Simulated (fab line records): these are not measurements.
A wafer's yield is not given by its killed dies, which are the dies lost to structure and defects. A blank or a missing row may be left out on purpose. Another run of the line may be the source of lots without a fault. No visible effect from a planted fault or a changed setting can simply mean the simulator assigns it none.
Comparing a struck lot with a sound one ; flow nandHarc ; 15 steps out of a route of 1159
Sound: these wafers, L506.1, L506.2, L506.5. Wafers struck: L517.3, L517.4, L517.6. The cause is given at the end.
At each step with rows: each side's tool, then ch and its chambers, then its first start. Under that, the readings that differ: sound wafers ; struck wafers ; difference of the means ; sigmas: that difference in standard deviations of wafers without a fault.
alike: readings whose means differ by less than 2 such deviations, and words and numbers that are the same on both sides. not compared: withheld readings, readings that some wafer has no value for, bounds like >300 that may hide the same value, and numbers for which the record gives no deviation and whose values overlap.
Wherever a step has rows on one side only, a row that says differs or no value, or a row with sigmas, the two part there. Numbers that have no deviation but don't overlap get no sigmas and don't part them. Lack of a reading on every wafer of one side parts them only where that side has two or more wafers.

first, 1 step without rows for these wafers: NHARC_P_ZERO_WELL_HARDBAKE_12 (time 65 s).
NHARC_P_ZERO_WELL_DESCUM_13: chemistry O2, time 3 s.
  sound on rieDiel-08 ch 0,1,3, day 1 13:31; struck on rieDiel-08 ch 1,3, day 4 07:24
  alike: drypumpMotorCurrentA, o2FlowSccm, oesProductAu, rfVppV, showerheadPlenumPTorr, throttleValvePct
  not compared: rfHoursCounterH
NHARC_P_ZERO_WELL_ETCH_65: etches the open film in N2/H2, target depth 80 nm, overetch 24 nm, time 87.88 s.
  sound on rieDiel-08 ch 0,2,3, day 1 13:37; struck on rieDiel-08 ch 1,2, day 4 07:29
  alike: drypumpMotorCurrentA, oesProductAu, rfVppV, showerheadPlenumPTorr, throttleValvePct
  not compared: rfHoursCounterH
NHARC_P_ZERO_WELL_ETCH_62: etches the open film in CHF3/Ar, target depth 13 nm, time 6.5 s.
  sound: rieDiel-08 ch 1,2; struck: rieDiel-08 ch 1,3
reading;sound;struck;difference;sigmas
oesProductAu (a.u.);0.972 0.972 0.953;0.912 0.911 0.912;-0.054;-3
  alike: chf3FlowSccm, drypumpMotorCurrentA, rfVppV, showerheadPlenumPTorr, throttleValvePct
  not compared: rfHoursCounterH
NHARC_P_ZERO_WELL_ETCH_63: etches the open film in HBr/Cl2, target depth 120 nm, time 40.1 s.
  sound on rieSi-03 ch 0,1, day 1 13:47; struck on rieSi-01 ch 1,2, day 4 07:39
  alike: drypumpMotorCurrentA, oesProductAu, throttleValvePct
  not compared: rfHoursCounterH
then, 7 steps without rows for these wafers: NHARC_P_ZERO_WELL_STRIP_15 (strips in SPM, time 900 s); NHARC_P_ZERO_WELL_DEHYDRATE_16 (time 120 s); NHARC_P_ZERO_WELL_HMDS_17 (time 30 s); NHARC_P_ZERO_WELL_COAT_18; NHARC_P_ZERO_WELL_SOFTBAKE_19 (time 95 s); NHARC_P_ZERO_WELL_EBR_20; NHARC_P_ZERO_WELL_EXPOSE_21 (exposes mask P NWELL, target cd 720 nm).
NHARC_P_ZERO_WELL_PEB_22: peb time 85 s.
  sound on lithoTrack-05 ch 0, day 1 14:38; struck on lithoTrack-02 ch 0, day 4 08:22
reading;sound;struck;difference;sigmas
heaterPowerTotalW (W);163.65 164.03 163.79;160.52 160.83 160.85;-3.09;-12
plateTempC (C);117.85 117.86 117.93;116.02 116.18 116.03;-1.80;-14
  alike: resistLineTempC
then, 1 step without rows for these wafers: NHARC_P_ZERO_WELL_DEVELOP_23 (time 70 s).
-- jump in the record: it breaks off in module P_ZERO_WELL and resumes in module END (first step shown: number 1159 of the route), and 19 days separate the struck wafers' starts before and after --
NHARC_END_SORT_01:
  sound on prober-02 ch 0, day 19 17:29; struck on prober-02 ch 0, day 23 08:57
reading;sound;struck;difference;sigmas
killedAtOther;0 0 0;1 5 2;+3;+2
  alike: killedAtArray, killedAtPeriphery, killedDies, killedOpen, killedShort

== WHERE THEY PART ==
First at NHARC_P_ZERO_WELL_ETCH_62; last, within this record, at NHARC_END_SORT_01.

WHY: whatever the simulator had introduced
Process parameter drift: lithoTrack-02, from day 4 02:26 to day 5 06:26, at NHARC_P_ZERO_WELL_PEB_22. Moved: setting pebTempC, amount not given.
